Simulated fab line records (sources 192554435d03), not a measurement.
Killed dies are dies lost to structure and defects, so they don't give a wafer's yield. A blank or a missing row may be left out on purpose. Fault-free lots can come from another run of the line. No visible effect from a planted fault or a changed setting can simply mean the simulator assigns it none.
Comparing a struck lot with a sound one :: flow n5_finfet :: 15 out of 1938 route steps
Sound: these wafers, L881.1, L881.2, L881.5. Struck: wafer L887.5 (L887.2, L887.3, from the same lot, were not struck and are left out); the cause is given at the end.
Per side, at each step with rows, come the tool, then ch with its chambers, and then its first start. Under that, the readings that differ: sound wafers :: struck wafers :: difference of the means :: sigmas: that difference in standard deviations of wafers without a fault.
alike: same words and numbers on both sides, and readings whose means sit less than 2 such deviations apart. not compared: any withheld reading, any reading some wafer has no value for, any bound like >300 that may hide the same value, and any number with overlapping values for which the record gives no deviation.
The two part at a step that has a row with sigmas, a row that says differs or no value, or rows on one side only. Numbers that have no deviation but don't overlap get no sigmas and don't part them. A reading that every wafer of one side lacks parts them only if that side has two wafers or more.

N5_BEOL_M9_OCD_MEAS_38:
  sound on ocd-02, day 11 13:10; struck on ocd-01, day 13 01:58
  alike: trench_depth_nm
then, 4 steps without rows for these wafers: N5_BEOL_M9_HM_STRIP_39 (strips TiN in peroxide tin strip, target depth 25 nm, time 158 s); N5_BEOL_M9_SRD_40 (time 30 s); N5_BEOL_M9_PRECLEAN_42 (cleans in residue remover, time 60 s); N5_BEOL_M9_SRD_43 (time 30 s).
N5_BEOL_M9_CD_MEAS_35: target cd 70 nm, target cd y 40 nm.
  sound on cd_sem-03, day 11 13:19; struck on cd_sem-01, day 13 02:10
  alike: cd_nm
N5_BEOL_M9_CURE_72: cures SiCOH lowk, time 120 s.
  sound on uv_cure-01 ch 2, day 11 13:21; struck on uv_cure-02 ch 1, day 13 02:16
  alike: lamp_power_pct, wafer_temp_C_max
N5_BEOL_M9_DEGAS_44: time 60 s.
  sound on pvd_sputter-01, day 11 13:59; struck on pvd_sputter-02, day 13 02:50
  alike: heater_power_w
N5_BEOL_M9_PRE_CLEAN_45: time 30 s.
  sound on pvd_sputter-01, day 11 14:01; struck on pvd_sputter-02, day 13 02:53
  alike: heater_power_w
N5_BEOL_M9_ALD_74: deposits TaN, target thk 2 nm, pulse time 2 s, purge time 3 s.
  sound on ald_metal-03 ch 1,3, day 11 14:05; struck on ald_metal-01 ch 1, day 13 02:58
  alike: heater_power_w, mfc_carrier_sccm, precursor_vessel_carrier_sccm
N5_BEOL_M9_SURFACE_TREAT_79:
  sound on pvd_sputter-03, day 11 14:22; struck on pvd_sputter-02, day 13 03:31
  not compared: throttle_valve_pct
then, 1 step without rows for these wafers: N5_BEOL_M9_CVD_78 (deposits Co from CCTBA/H2, target thk 2 nm, time 138.9 s).
N5_BEOL_M9_SPUTTER_48: material Cu, target thk 12 nm, time 2 s.
  sound on pvd_sputter-01, day 11 14:34; struck on pvd_sputter-01, day 13 04:14
reading: cathode_dc_power_W (W)
sound: 26002 26003 26006
struck: 30589
difference: +4585
sigmas: +99 or more
  alike: throttle_valve_pct
then, 2 steps without rows for these wafers: N5_BEOL_M9_ECD_50 (material Cu, target thk 318 nm); N5_PASSIVATION_PROBE_49.

WHERE THEY PART
Within this record, at N5_BEOL_M9_SPUTTER_48 only.

WHY: whatever the simulator had introduced
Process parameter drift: pvd_sputter-01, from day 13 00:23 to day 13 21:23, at N5_BEOL_M9_SPUTTER_48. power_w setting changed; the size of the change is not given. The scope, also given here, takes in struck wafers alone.
